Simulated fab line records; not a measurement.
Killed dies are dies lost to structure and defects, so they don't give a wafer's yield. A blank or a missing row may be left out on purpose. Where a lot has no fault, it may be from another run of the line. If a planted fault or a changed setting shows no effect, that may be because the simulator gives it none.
The tool behind it: which one? :: flow n5_finfet :: Sampling: 24 lots, 72 wafers, 5 of 1938 route steps

WHAT THE GAUGES SHOWED, per wafer
N5_MOL_CONTACT_COAG_OVL_MEAS_85. Usual: VG_OVL typically reads 0.1 nm, with standard deviation 0.72.
lot: L074
measured: day 5 05:40
on: overlay-01
VG_OVL (nm): -0.4 0.2 -0.1
flag: 

lot: L075
measured: day 5 06:33
on: overlay-01
VG_OVL (nm): 0.3 0.3 0.6
flag: 

lot: L076
measured: day 5 12:59
on: overlay-02
VG_OVL (nm): 0.8 0.2 0.6
flag: 

lot: L077
measured: day 5 18:06
on: overlay-02
VG_OVL (nm): 1.2 1.3 0.7
flag: 

lot: L078
measured: day 6 04:40
on: overlay-02
VG_OVL (nm): 0.8 0.2 0.7
flag: 

lot: L079
measured: day 6 09:28
on: overlay-01
VG_OVL (nm): 1.2 0.8 0.4
flag: 

lot: L080
measured: day 6 14:24
on: overlay-02
VG_OVL (nm): -0.2 -0.6 0.0
flag: 

lot: L081
measured: day 6 22:15
on: overlay-02
VG_OVL (nm): -0.9 -0.1 0.5
flag: 

lot: L082
measured: day 7 02:01
on: overlay-01
VG_OVL (nm): 0.2 0.9 0.6
flag: 

lot: L083
measured: day 7 09:10
on: overlay-02
VG_OVL (nm): -1.2 0.0 -1.2
flag: 

lot: L084
measured: day 7 20:23
on: overlay-02
VG_OVL (nm): -0.9 -0.2 -0.6
flag: 

lot: L085
measured: day 7 23:43
on: overlay-02
VG_OVL (nm): -0.5 0.1 0.9
flag: 

lot: L086
measured: day 8 09:23
on: overlay-01
VG_OVL (nm): 1.0 0.2 0.3
flag: 

lot: L087
measured: day 8 15:13
on: overlay-01
VG_OVL (nm): -0.9 -1.1 -0.4
flag: 

lot: L088
measured: day 8 20:32
on: overlay-02
VG_OVL (nm): 0.0 -0.9 -1.1
flag: 

lot: L089
measured: day 9 05:11
on: overlay-01
VG_OVL (nm): -0.3 0.2 0.4
flag: 

lot: L090
measured: day 9 06:39
on: overlay-02
VG_OVL (nm): 0.4 -0.5 0.0
flag: 

lot: L091
measured: day 9 12:19
on: overlay-01
VG_OVL (nm): 0.6 1.2 2.1
flag: 

lot: L092
measured: day 9 23:25
on: overlay-01
VG_OVL (nm): -0.8 -0.5 -0.7
flag: 

lot: L093
measured: day 9 23:51
on: overlay-02
VG_OVL (nm): -0.8 -0.9 -1.4
flag: 

lot: L094
measured: day 10 09:19
on: overlay-02
VG_OVL (nm): -0.4 0.7 0.1
flag: 

lot: L095
measured: day 10 19:52
on: overlay-01
VG_OVL (nm): -0.3 0.2 0.7
flag: 

lot: L096
measured: day 10 22:05
on: overlay-02
VG_OVL (nm): 0.2 0.5 1.0
flag: 

lot: L097
measured: day 11 06:01
on: overlay-01
VG_OVL (nm): 0.0 -0.2 -0.4
flag: 

N5_MOL_CONTACT_COAG_CD_MEAS_137: the cd target is 16 nm. Usual: 16.1 nm for cd_nm, sd 0.31.
lot: L074
measured: day 5 06:33
on: cd_sem-02
cd_nm (nm): 15.9 16.0 16.2
flag: 

lot: L075
measured: day 5 08:15
on: cd_sem-02
cd_nm (nm): 16.0 15.9 15.6
flag: 

lot: L076
measured: day 5 14:47
on: cd_sem-03
cd_nm (nm): 16.2 16.4 16.7
flag: 

lot: L077
measured: day 5 19:22
on: cd_sem-02
cd_nm (nm): 15.8 15.9 16.1
flag: 

lot: L078
measured: day 6 05:52
on: cd_sem-03
cd_nm (nm): 16.0 16.1 16.5
flag: 

lot: L079
measured: day 6 10:26
on: cd_sem-02
cd_nm (nm): 16.5 16.1 15.8
flag: 

lot: L080
measured: day 6 15:35
on: cd_sem-02
cd_nm (nm): 16.1 15.9 15.7
flag: 

lot: L081
measured: day 6 23:09
on: cd_sem-02
cd_nm (nm): 16.1 16.3 16.1
flag: 

lot: L082
measured: day 7 03:24
on: cd_sem-02
cd_nm (nm): 15.6 16.3 16.0
flag: 

lot: L083
measured: day 7 10:23
on: cd_sem-02
cd_nm (nm): 16.4 15.7 16.4
flag: 

lot: L084
measured: day 7 21:28
on: cd_sem-03
cd_nm (nm): 16.1 16.7 16.2
flag: 

lot: L085
measured: day 8 01:38
on: cd_sem-03
cd_nm (nm): 16.1 16.3 16.2
flag: 

lot: L086
measured: day 8 10:20
on: cd_sem-02
cd_nm (nm): 16.1 16.5 16.3
flag: 

lot: L087
measured: day 8 16:58
on: cd_sem-03
cd_nm (nm): 16.0 16.4 15.7
flag: 

lot: L088
measured: day 8 21:55
on: cd_sem-02
cd_nm (nm): 15.6 16.4 16.5
flag: 

lot: L089
measured: day 9 06:08
on: cd_sem-01
cd_nm (nm): 16.2 15.9 15.9
flag: 

lot: L090
measured: day 9 07:47
on: cd_sem-01
cd_nm (nm): 15.8 16.0 15.8
flag: 

lot: L091
measured: day 9 13:17
on: cd_sem-01
cd_nm (nm): 15.2 16.9 16.1
flag: 

lot: L092
measured: day 10 00:55
on: cd_sem-02
cd_nm (nm): 15.8 16.0 15.5
flag: 

lot: L093
measured: day 10 00:59
on: cd_sem-02
cd_nm (nm): 16.4 16.5 15.7
flag: 

lot: L094
measured: day 10 10:13
on: cd_sem-03
cd_nm (nm): 15.8 15.7 15.9
flag: 

lot: L095
measured: day 10 20:57
on: cd_sem-01
cd_nm (nm): 16.1 16.3 16.1
flag: 

lot: L096
measured: day 10 23:11
on: cd_sem-01
cd_nm (nm): 16.7 15.8 16.0
flag: 

lot: L097
measured: day 11 06:58
on: cd_sem-02
cd_nm (nm): 15.7 15.9 16.1
flag: 

N5_MOL_CONTACT_COAG_CD_MEAS_40: the cd target is 25.1 nm. Usual: 25.14 nm for cd_nm, sd 0.21.
lot: L074
measured: day 5 06:52
on: cd_sem-01
cd_nm (nm): 25.21 25.17 24.94
flag: 

lot: L075
measured: day 5 08:41
on: cd_sem-02
cd_nm (nm): 25.04 25.10 25.37
flag: 

lot: L076
measured: day 5 15:07
on: cd_sem-03
cd_nm (nm): 24.68 24.98 24.75
flag: 

lot: L077
measured: day 5 19:48
on: cd_sem-03
cd_nm (nm): 25.35 25.28 25.06
flag: 

lot: L078
measured: day 6 06:11
on: cd_sem-03
cd_nm (nm): 25.02 24.93 24.94
flag: 

lot: L079
measured: day 6 10:53
on: cd_sem-02
cd_nm (nm): 25.19 24.95 24.98
flag: 

lot: L080
measured: day 6 16:01
on: cd_sem-03
cd_nm (nm): 25.19 25.31 24.96
flag: 

lot: L081
measured: day 6 23:36
on: cd_sem-02
cd_nm (nm): 25.12 24.93 25.61
flag: 

lot: L082
measured: day 7 03:43
on: cd_sem-02
cd_nm (nm): 25.26 25.05 25.21
flag: 

lot: L083
measured: day 7 10:50
on: cd_sem-02
cd_nm (nm): 25.36 25.07 25.06
flag: 

lot: L084
measured: day 7 21:47
on: cd_sem-03
cd_nm (nm): 24.66 25.05 25.08
flag: 

lot: L085
measured: day 8 01:58
on: cd_sem-03
cd_nm (nm): 25.33 25.20 25.13
flag: 

lot: L086
measured: day 8 10:47
on: cd_sem-03
cd_nm (nm): 25.11 24.80 25.17
flag: 

lot: L087
measured: day 8 17:25
on: cd_sem-01
cd_nm (nm): 25.03 25.48 25.27
flag: 

lot: L088
measured: day 8 22:14
on: cd_sem-01
cd_nm (nm): 25.16 25.36 25.02
flag: 

lot: L089
measured: day 9 06:35
on: cd_sem-02
cd_nm (nm): 25.19 25.78 25.29
flag: 

lot: L090
measured: day 9 08:13
on: cd_sem-02
cd_nm (nm): 24.97 25.12 25.66
flag: 

lot: L091
measured: day 9 13:36
on: cd_sem-03
cd_nm (nm): 25.25 25.27 25.04
flag: 

lot: L092
measured: day 10 01:21
on: cd_sem-01
cd_nm (nm): 24.95 25.08 25.21
flag: 

lot: L093
measured: day 10 01:32
on: cd_sem-01
cd_nm (nm): 25.02 25.17 25.23
flag: 

lot: L094
measured: day 10 10:32
on: cd_sem-01
cd_nm (nm): 25.06 25.16 25.29
flag: 

lot: L095
measured: day 10 21:24
on: cd_sem-01
cd_nm (nm): 24.98 25.10 25.73
flag: 

lot: L096
measured: day 10 23:31
on: cd_sem-01
cd_nm (nm): 25.06 25.81 24.79
flag: 

lot: L097
measured: day 11 07:16
on: cd_sem-01
cd_nm (nm): 25.06 25.10 25.27
flag: 

TOOL THAT RAN EACH LOT (tool first, then ch and the chambers of the sampled wafers, then the start)
lot: L074
N5_MOL_CONTACT_COAG_ETCHBACK_132: rie_diel-03 ch 0,1, day 5 06:04
N5_MOL_CONTACT_COAG_STRIP_96: rie_diel-03 ch 0,1, day 5 06:17

lot: L075
N5_MOL_CONTACT_COAG_ETCHBACK_132: rie_diel-02 ch 2,3, day 5 07:43
N5_MOL_CONTACT_COAG_STRIP_96: rie_diel-02 ch 2,3, day 5 07:56

lot: L076
N5_MOL_CONTACT_COAG_ETCHBACK_132: rie_diel-03 ch 0,1,3, day 5 14:00
N5_MOL_CONTACT_COAG_STRIP_96: rie_diel-03 ch 0,1,3, day 5 14:13

lot: L077
N5_MOL_CONTACT_COAG_ETCHBACK_132: rie_diel-05 ch 0,1, day 5 18:52
N5_MOL_CONTACT_COAG_STRIP_96: rie_diel-05 ch 0,1, day 5 19:05

lot: L078
N5_MOL_CONTACT_COAG_ETCHBACK_132: rie_diel-02 ch 1,2,3, day 6 05:22
N5_MOL_CONTACT_COAG_STRIP_96: rie_diel-02 ch 1,2,3, day 6 05:35

lot: L079
N5_MOL_CONTACT_COAG_ETCHBACK_132: rie_diel-02 ch 1,2, day 6 09:56
N5_MOL_CONTACT_COAG_STRIP_96: rie_diel-02 ch 1,2, day 6 10:10

lot: L080
N5_MOL_CONTACT_COAG_ETCHBACK_132: rie_diel-05 ch 0,2,3, day 6 15:05
N5_MOL_CONTACT_COAG_STRIP_96: rie_diel-05 ch 0,2,3, day 6 15:19

lot: L081
N5_MOL_CONTACT_COAG_ETCHBACK_132: rie_diel-02 ch 1,3, day 6 22:40
N5_MOL_CONTACT_COAG_STRIP_96: rie_diel-02 ch 1,3, day 6 22:53

lot: L082
N5_MOL_CONTACT_COAG_ETCHBACK_132: rie_diel-05 ch 0,2, day 7 02:55
N5_MOL_CONTACT_COAG_STRIP_96: rie_diel-05 ch 0,2, day 7 03:08

lot: L083
N5_MOL_CONTACT_COAG_ETCHBACK_132: rie_diel-05 ch 0,2, day 7 09:39
N5_MOL_CONTACT_COAG_STRIP_96: rie_diel-05 ch 0,2, day 7 09:53

lot: L084
N5_MOL_CONTACT_COAG_ETCHBACK_132: rie_diel-03 ch 0,2,3, day 7 20:58
N5_MOL_CONTACT_COAG_STRIP_96: rie_diel-03 ch 0,2,3, day 7 21:11

lot: L085
N5_MOL_CONTACT_COAG_ETCHBACK_132: rie_diel-02 ch 0,1,3, day 8 01:09
N5_MOL_CONTACT_COAG_STRIP_96: rie_diel-02 ch 0,1,3, day 8 01:22

lot: L086
N5_MOL_CONTACT_COAG_ETCHBACK_132: rie_diel-02 ch 0,2,3, day 8 09:51
N5_MOL_CONTACT_COAG_STRIP_96: rie_diel-02 ch 0,2,3, day 8 10:05

lot: L087
N5_MOL_CONTACT_COAG_ETCHBACK_132: rie_diel-03 ch 2,3, day 8 16:28
N5_MOL_CONTACT_COAG_STRIP_96: rie_diel-03 ch 2,3, day 8 16:42

lot: L088
N5_MOL_CONTACT_COAG_ETCHBACK_132: rie_diel-05 ch 0,3, day 8 21:25
N5_MOL_CONTACT_COAG_STRIP_96: rie_diel-05 ch 0,3, day 8 21:38

lot: L089
N5_MOL_CONTACT_COAG_ETCHBACK_132: rie_diel-03 ch 1,2,3, day 9 05:38
N5_MOL_CONTACT_COAG_STRIP_96: rie_diel-03 ch 1,2,3, day 9 05:52

lot: L090
N5_MOL_CONTACT_COAG_ETCHBACK_132: rie_diel-02 ch 0,3, day 9 07:17
N5_MOL_CONTACT_COAG_STRIP_96: rie_diel-02 ch 0,3, day 9 07:31

lot: L091
N5_MOL_CONTACT_COAG_ETCHBACK_132: rie_diel-05 ch 0,1,2, day 9 12:47
N5_MOL_CONTACT_COAG_STRIP_96: rie_diel-05 ch 0,1,2, day 9 13:01

lot: L092
N5_MOL_CONTACT_COAG_ETCHBACK_132: rie_diel-02 ch 0,2,3, day 10 00:25
N5_MOL_CONTACT_COAG_STRIP_96: rie_diel-02 ch 0,2,3, day 10 00:38

lot: L093
N5_MOL_CONTACT_COAG_ETCHBACK_132: rie_diel-05 ch 1,2, day 10 00:30
N5_MOL_CONTACT_COAG_STRIP_96: rie_diel-05 ch 1,2, day 10 00:43

lot: L094
N5_MOL_CONTACT_COAG_ETCHBACK_132: rie_diel-05 ch 1,2,3, day 10 09:43
N5_MOL_CONTACT_COAG_STRIP_96: rie_diel-05 ch 1,2,3, day 10 09:57

lot: L095
N5_MOL_CONTACT_COAG_ETCHBACK_132: rie_diel-02 ch 0,2,3, day 10 20:28
N5_MOL_CONTACT_COAG_STRIP_96: rie_diel-02 ch 0,2,3, day 10 20:41

lot: L096
N5_MOL_CONTACT_COAG_ETCHBACK_132: rie_diel-05 ch 0,2,3, day 10 22:41
N5_MOL_CONTACT_COAG_STRIP_96: rie_diel-05 ch 0,2,3, day 10 22:55

lot: L097
N5_MOL_CONTACT_COAG_ETCHBACK_132: rie_diel-02 ch 1,3, day 11 06:28
N5_MOL_CONTACT_COAG_STRIP_96: rie_diel-02 ch 1,3, day 11 06:41
- N5_MOL_CONTACT_COAG_ETCHBACK_132: etches SiO2 in CHF3, target depth 10 nm, time 6.7 s.
- N5_MOL_CONTACT_COAG_STRIP_96: strips in N2/H2.

AS READ BY THE TOOLS THEMSELVES (means over the sampled wafers that have a number; for cases with no such wafer, the mark the record gives instead)
N5_MOL_CONTACT_COAG_ETCHBACK_132. Usual: drypump_motor_current_A 5.8 A, standard deviation 0.4; oes_product_au 0.76 a.u., standard deviation 0.083; rf_vpp_V 527 V, standard deviation 12; showerhead_plenum_p_Torr 2.38 Torr, standard deviation 0.082; throttle_valve_pct 18.74 %, standard deviation 0.19.
lot: L074
tool: rie_diel-03
drypump_motor_current_A (A): 6.3
oes_product_au (a.u.): 0.72
rf_vpp_V (V): 515
showerhead_plenum_p_Torr (Torr): 2.36
throttle_valve_pct (%): 18.76
flag: 

lot: L075
tool: rie_diel-02
drypump_motor_current_A (A): 5.9
oes_product_au (a.u.): 0.84
rf_vpp_V (V): 527
showerhead_plenum_p_Torr (Torr): 2.33
throttle_valve_pct (%): 18.75
flag: 

lot: L076
tool: rie_diel-03
drypump_motor_current_A (A): 6.2
oes_product_au (a.u.): 0.74
rf_vpp_V (V): 512
showerhead_plenum_p_Torr (Torr): 2.38
throttle_valve_pct (%): 18.66
flag: 

lot: L077
tool: rie_diel-05
drypump_motor_current_A (A): 5.6
oes_product_au (a.u.): 0.71
rf_vpp_V (V): 527
showerhead_plenum_p_Torr (Torr): 2.46
throttle_valve_pct (%): 18.72
flag: 

lot: L078
tool: rie_diel-02
drypump_motor_current_A (A): 5.7
oes_product_au (a.u.): 0.77
rf_vpp_V (V): 533
showerhead_plenum_p_Torr (Torr): 2.38
throttle_valve_pct (%): 18.74
flag: 

lot: L079
tool: rie_diel-02
drypump_motor_current_A (A): 5.5
oes_product_au (a.u.): 0.73
rf_vpp_V (V): 539
showerhead_plenum_p_Torr (Torr): 2.44
throttle_valve_pct (%): 18.73
flag: 

lot: L080
tool: rie_diel-05
drypump_motor_current_A (A): 5.9
oes_product_au (a.u.): 0.80
rf_vpp_V (V): 532
showerhead_plenum_p_Torr (Torr): 2.42
throttle_valve_pct (%): 18.66
flag: 

lot: L081
tool: rie_diel-02
drypump_motor_current_A (A): 5.6
oes_product_au (a.u.): 0.78
rf_vpp_V (V): 529
showerhead_plenum_p_Torr (Torr): 2.43
throttle_valve_pct (%): 18.66
flag: 

lot: L082
tool: rie_diel-05
drypump_motor_current_A (A): 5.7
oes_product_au (a.u.): 0.79
rf_vpp_V (V): 531
showerhead_plenum_p_Torr (Torr): 2.41
throttle_valve_pct (%): 18.53
flag: 

lot: L083
tool: rie_diel-05
drypump_motor_current_A (A): 5.7
oes_product_au (a.u.): 0.79
rf_vpp_V (V): 531
showerhead_plenum_p_Torr (Torr): 2.41
throttle_valve_pct (%): 18.54
flag: 

lot: L084
tool: rie_diel-03
drypump_motor_current_A (A): 5.9
oes_product_au (a.u.): 0.69
rf_vpp_V (V): 513
showerhead_plenum_p_Torr (Torr): 2.35
throttle_valve_pct (%): 18.68
flag: 

lot: L085
tool: rie_diel-02
drypump_motor_current_A (A): 5.9
oes_product_au (a.u.): 0.78
rf_vpp_V (V): 525
showerhead_plenum_p_Torr (Torr): 2.33
throttle_valve_pct (%): 18.72
flag: 

lot: L086
tool: rie_diel-02
drypump_motor_current_A (A): 6.0
oes_product_au (a.u.): 0.76
rf_vpp_V (V): 531
showerhead_plenum_p_Torr (Torr): 2.28
throttle_valve_pct (%): 18.82
flag: 

lot: L087
tool: rie_diel-03
drypump_motor_current_A (A): 5.6
oes_product_au (a.u.): 0.69
rf_vpp_V (V): 510
showerhead_plenum_p_Torr (Torr): 2.35
throttle_valve_pct (%): 18.67
flag: 

lot: L088
tool: rie_diel-05
drypump_motor_current_A (A): 6.3
oes_product_au (a.u.): 0.71
rf_vpp_V (V): 527
showerhead_plenum_p_Torr (Torr): 2.46
throttle_valve_pct (%): 18.89
flag: 

lot: L089
tool: rie_diel-03
drypump_motor_current_A (A): 5.9
oes_product_au (a.u.): 0.72
rf_vpp_V (V): 509
showerhead_plenum_p_Torr (Torr): 2.37
throttle_valve_pct (%): 18.68
flag: 

lot: L090
tool: rie_diel-02
drypump_motor_current_A (A): 6.1
oes_product_au (a.u.): 0.81
rf_vpp_V (V): 520
showerhead_plenum_p_Torr (Torr): 2.27
throttle_valve_pct (%): 18.76
flag: 

lot: L091
tool: rie_diel-05
drypump_motor_current_A (A): 5.5
oes_product_au (a.u.): 0.76
rf_vpp_V (V): 530
showerhead_plenum_p_Torr (Torr): 2.41
throttle_valve_pct (%): 18.69
flag: 

lot: L092
tool: rie_diel-02
drypump_motor_current_A (A): 6.0
oes_product_au (a.u.): 0.84
rf_vpp_V (V): 530
showerhead_plenum_p_Torr (Torr): 2.27
throttle_valve_pct (%): 18.71
flag: 

lot: L093
tool: rie_diel-05
drypump_motor_current_A (A): 5.4
oes_product_au (a.u.): 0.82
rf_vpp_V (V): 534
showerhead_plenum_p_Torr (Torr): 2.37
throttle_valve_pct (%): 18.62
flag: 

lot: L094
tool: rie_diel-05
drypump_motor_current_A (A): 5.7
oes_product_au (a.u.): 0.76
rf_vpp_V (V): 531
showerhead_plenum_p_Torr (Torr): 2.41
throttle_valve_pct (%): 18.82
flag: 

lot: L095
tool: rie_diel-02
drypump_motor_current_A (A): 6.0
oes_product_au (a.u.): 0.84
rf_vpp_V (V): 531
showerhead_plenum_p_Torr (Torr): 2.27
throttle_valve_pct (%): 18.72
flag: 

lot: L096
tool: rie_diel-05
drypump_motor_current_A (A): 5.9
oes_product_au (a.u.): 0.76
rf_vpp_V (V): 531
showerhead_plenum_p_Torr (Torr): 2.41
throttle_valve_pct (%): 18.71
flag: 

lot: L097
tool: rie_diel-02
drypump_motor_current_A (A): 5.6
oes_product_au (a.u.): 0.75
rf_vpp_V (V): 527
showerhead_plenum_p_Torr (Torr): 2.41
throttle_valve_pct (%): 18.72
flag: 

N5_MOL_CONTACT_COAG_STRIP_96. Usual: drypump_motor_current_A 5.9 A, standard deviation 0.41; oes_product_au 0.76 a.u., standard deviation 0.086; rf_vpp_V 121.9 V, standard deviation 1.2; showerhead_plenum_p_Torr 3.35 Torr, standard deviation 0.11; throttle_valve_pct 18.9 %, standard deviation 0.32.
lot: L074
tool: rie_diel-03
drypump_motor_current_A (A): 6.3
oes_product_au (a.u.): 0.72
rf_vpp_V (V): 120.9
showerhead_plenum_p_Torr (Torr): 3.34
throttle_valve_pct (%): 18.8
flag: 

lot: L075
tool: rie_diel-02
drypump_motor_current_A (A): 5.9
oes_product_au (a.u.): 0.83
rf_vpp_V (V): 120.1
showerhead_plenum_p_Torr (Torr): 3.28
throttle_valve_pct (%): 18.8
flag: 

lot: L076
tool: rie_diel-03
drypump_motor_current_A (A): 6.2
oes_product_au (a.u.): 0.73
rf_vpp_V (V): 123.0
showerhead_plenum_p_Torr (Torr): 3.35
throttle_valve_pct (%): 18.7
flag: 

lot: L077
tool: rie_diel-05
drypump_motor_current_A (A): 5.6
oes_product_au (a.u.): 0.71
rf_vpp_V (V): 122.3
showerhead_plenum_p_Torr (Torr): 3.46
throttle_valve_pct (%): 18.8
flag: 

lot: L078
tool: rie_diel-02
drypump_motor_current_A (A): 5.7
oes_product_au (a.u.): 0.77
rf_vpp_V (V): 121.8
showerhead_plenum_p_Torr (Torr): 3.36
throttle_valve_pct (%): 19.0
flag: 

lot: L079
tool: rie_diel-02
drypump_motor_current_A (A): 5.5
oes_product_au (a.u.): 0.73
rf_vpp_V (V): 123.1
showerhead_plenum_p_Torr (Torr): 3.44
throttle_valve_pct (%): 19.1
flag: 

lot: L080
tool: rie_diel-05
drypump_motor_current_A (A): 5.9
oes_product_au (a.u.): 0.80
rf_vpp_V (V): 122.4
showerhead_plenum_p_Torr (Torr): 3.41
throttle_valve_pct (%): 18.9
flag: 

lot: L081
tool: rie_diel-02
drypump_motor_current_A (A): 5.6
oes_product_au (a.u.): 0.78
rf_vpp_V (V): 122.4
showerhead_plenum_p_Torr (Torr): 3.42
throttle_valve_pct (%): 18.9
flag: 

lot: L082
tool: rie_diel-05
drypump_motor_current_A (A): 5.7
oes_product_au (a.u.): 0.80
rf_vpp_V (V): 121.2
showerhead_plenum_p_Torr (Torr): 3.40
throttle_valve_pct (%): 18.6
flag: 

lot: L083
tool: rie_diel-05
drypump_motor_current_A (A): 5.7
oes_product_au (a.u.): 0.79
rf_vpp_V (V): 122.2
showerhead_plenum_p_Torr (Torr): 3.40
throttle_valve_pct (%): 18.7
flag: 

lot: L084
tool: rie_diel-03
drypump_motor_current_A (A): 5.9
oes_product_au (a.u.): 0.69
rf_vpp_V (V): 121.5
showerhead_plenum_p_Torr (Torr): 3.32
throttle_valve_pct (%): 18.9
flag: 

lot: L085
tool: rie_diel-02
drypump_motor_current_A (A): 5.9
oes_product_au (a.u.): 0.78
rf_vpp_V (V): 122.4
showerhead_plenum_p_Torr (Torr): 3.29
throttle_valve_pct (%): 18.9
flag: 

lot: L086
tool: rie_diel-02
drypump_motor_current_A (A): 6.1
oes_product_au (a.u.): 0.76
rf_vpp_V (V): 120.8
showerhead_plenum_p_Torr (Torr): 3.22
throttle_valve_pct (%): 18.9
flag: 

lot: L087
tool: rie_diel-03
drypump_motor_current_A (A): 5.6
oes_product_au (a.u.): 0.68
rf_vpp_V (V): 122.1
showerhead_plenum_p_Torr (Torr): 3.31
throttle_valve_pct (%): 18.9
flag: 

lot: L088
tool: rie_diel-05
drypump_motor_current_A (A): 6.3
oes_product_au (a.u.): 0.70
rf_vpp_V (V): 121.9
showerhead_plenum_p_Torr (Torr): 3.47
throttle_valve_pct (%): 19.3
flag: 

lot: L089
tool: rie_diel-03
drypump_motor_current_A (A): 5.9
oes_product_au (a.u.): 0.71
rf_vpp_V (V): 120.8
showerhead_plenum_p_Torr (Torr): 3.33
throttle_valve_pct (%): 18.8
flag: 

lot: L090
tool: rie_diel-02
drypump_motor_current_A (A): 6.1
oes_product_au (a.u.): 0.81
rf_vpp_V (V): 121.0
showerhead_plenum_p_Torr (Torr): 3.20
throttle_valve_pct (%): 18.7
flag: 

lot: L091
tool: rie_diel-05
drypump_motor_current_A (A): 5.5
oes_product_au (a.u.): 0.77
rf_vpp_V (V): 123.1
showerhead_plenum_p_Torr (Torr): 3.39
throttle_valve_pct (%): 18.7
flag: 

lot: L092
tool: rie_diel-02
drypump_motor_current_A (A): 6.0
oes_product_au (a.u.): 0.84
rf_vpp_V (V): 121.1
showerhead_plenum_p_Torr (Torr): 3.21
throttle_valve_pct (%): 18.8
flag: 

lot: L093
tool: rie_diel-05
drypump_motor_current_A (A): 5.4
oes_product_au (a.u.): 0.83
rf_vpp_V (V): 120.9
showerhead_plenum_p_Torr (Torr): 3.34
throttle_valve_pct (%): 18.6
flag: 

lot: L094
tool: rie_diel-05
drypump_motor_current_A (A): 5.7
oes_product_au (a.u.): 0.76
rf_vpp_V (V): 122.2
showerhead_plenum_p_Torr (Torr): 3.40
throttle_valve_pct (%): 19.0
flag: 

lot: L095
tool: rie_diel-02
drypump_motor_current_A (A): 6.1
oes_product_au (a.u.): 0.83
rf_vpp_V (V): 121.1
showerhead_plenum_p_Torr (Torr): 3.21
throttle_valve_pct (%): 18.8
flag: 

lot: L096
tool: rie_diel-05
drypump_motor_current_A (A): 5.9
oes_product_au (a.u.): 0.76
rf_vpp_V (V): 122.3
showerhead_plenum_p_Torr (Torr): 3.39
throttle_valve_pct (%): 18.9
flag: 

lot: L097
tool: rie_diel-02
drypump_motor_current_A (A): 5.6
oes_product_au (a.u.): 0.74
rf_vpp_V (V): 122.8
showerhead_plenum_p_Torr (Torr): 3.40
throttle_valve_pct (%): 19.0
flag: 

THE ANSWER, worked out from the rows above alone
Rule: a lot is off if the mean of its wafers that have a number lies more than 3 standard deviations from the usual mean. A lot without any number at a reading at which 4 lots or more have one is off too. All remaining lots with rows at the step are treated as sound. Order of review: gauges by route order, followed by the tools' own readings, for which a lot's mean as printed above is used. The first step at which some lot is off is used, and at that step the reading that is off furthest; a lot without a number counts as furthest.
Across all readings shown, no lot is off: no conclusion can be drawn from this.

WHAT THE SIMULATOR HAD PUT IN
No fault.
